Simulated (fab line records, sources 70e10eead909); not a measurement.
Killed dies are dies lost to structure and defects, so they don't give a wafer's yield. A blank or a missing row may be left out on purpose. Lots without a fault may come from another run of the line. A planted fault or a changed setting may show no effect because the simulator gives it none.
A struck lot beside a sound one | flow nand_harc | 15 steps out of a route of 1302
Sound: wafers L148.1, L148.4, L148.6. Struck: wafers L164.1, L164.2, L164.3. The cause comes at the end.
At each step with rows: each side's tool, then ch and its chambers, then its first start. Under that, the readings that differ: sound wafers | struck wafers | difference of the means | sigmas: that difference in standard deviations of wafers without a fault.
alike: readings whose means differ by less than 2 such deviations, and words and numbers that are the same on both sides. not compared: withheld readings, readings that some wafer has no value for, bounds like >300 that may hide the same value, and numbers for which the record gives no deviation and whose values overlap.
The two part at a step that has a row with sigmas, a row that says differs or no value, or rows on one side only. Numbers that don't overlap but have no deviation are shown without sigmas and don't part them. A reading that every wafer of one side lacks parts them only if that side has two wafers or more.

first, 2 steps without rows for these wafers: NHARC_A_DECK1_JOINT_ANNEAL_28 (time 1800 s); NHARC_A_DECK1_JOINT_ANNEAL_29 (time 1800 s).
NHARC_A_DECK1_JOINT_CMP_02: polishes SiOx.
  sound on cmp-02 ch 0,1,2, day 12 09:07; struck on cmp-03 ch 0,1,3, day 19 03:26
  alike: motor_current_A
then, 1 step without rows for these wafers: NHARC_A_DECK1_JOINT_SRD_15.
NHARC_A_DECK1_JOINT_DEP_16: deposits SiO2, target thk 45 nm.
  sound on pecvd-01 ch 0,2, day 12 09:31; struck on pecvd-02 ch 0,1,2, day 19 03:49
  alike: heater_power_outer_w, heater_power_w, throttle_valve_pct
  not compared: since_wet_clean_h
NHARC_A_DECK1_JOINT_THK_MEAS_17: measures by ellipsometry.
  sound on film_metro-02, day 12 09:47; struck on film_metro-02, day 19 04:07
  alike: thk_nm
NHARC_A_DECK1_JOINT_INSPECT_05:
  sound on defect_inspect-02, day 12 09:50; struck on defect_inspect-02, day 19 04:08
  alike: raw_defect_count
then, 1 step without rows for these wafers: NHARC_A_ONON_D2_DEP_00 (target thk 1000 nm).
NHARC_A_ONON_D2_THK_MEAS_02: measures by ellipsometry.
  sound on film_metro-02, day 12 10:25; struck on film_metro-01, day 19 04:43
  alike: thk_nm
then, 1 step without rows for these wafers: NHARC_A_ONON_D2_DEP_03 (target thk 1000 nm).
NHARC_A_ONON_D2_THK_MEAS_05: measures by ellipsometry.
  sound on film_metro-01, day 12 10:59; struck on film_metro-01, day 19 05:16
  alike: thk_nm
NHARC_A_ONON_D2_DEP_06: target thk 1000 nm.
  sound on pecvd_onon-03 ch 0, day 12 11:02; struck on pecvd_onon-01 ch 0, day 19 05:20
  alike: sih4_flow_sccm
NHARC_A_ONON_D2_THK_MEAS_08: measures by ellipsometry.
  sound on film_metro-01, day 12 11:33; struck on film_metro-02, day 19 05:50
  reading     | sound       | struck      | difference | sigmas
  thk_nm (nm) | 996 995 996 | 559 560 560 | -436       | -49
then, 1 step without rows for these wafers: NHARC_A_ONON_D2_DEP_09 (target thk 1000 nm).
-- the record jumps here: 12 days lie between the struck wafers' starts before and after (it left off in module A_ONON_D2 and takes up again in module END, whose first step shown is number 1302 of the route) --
NHARC_END_SORT_01:
  the record has rows for the struck wafers here (prober-02 ch 0, day 31 04:08) and none for the sound ones

WHERE THEY PART
First at NHARC_A_ONON_D2_THK_MEAS_08; last, within this record, at NHARC_END_SORT_01.

WHY: what the simulator had put in
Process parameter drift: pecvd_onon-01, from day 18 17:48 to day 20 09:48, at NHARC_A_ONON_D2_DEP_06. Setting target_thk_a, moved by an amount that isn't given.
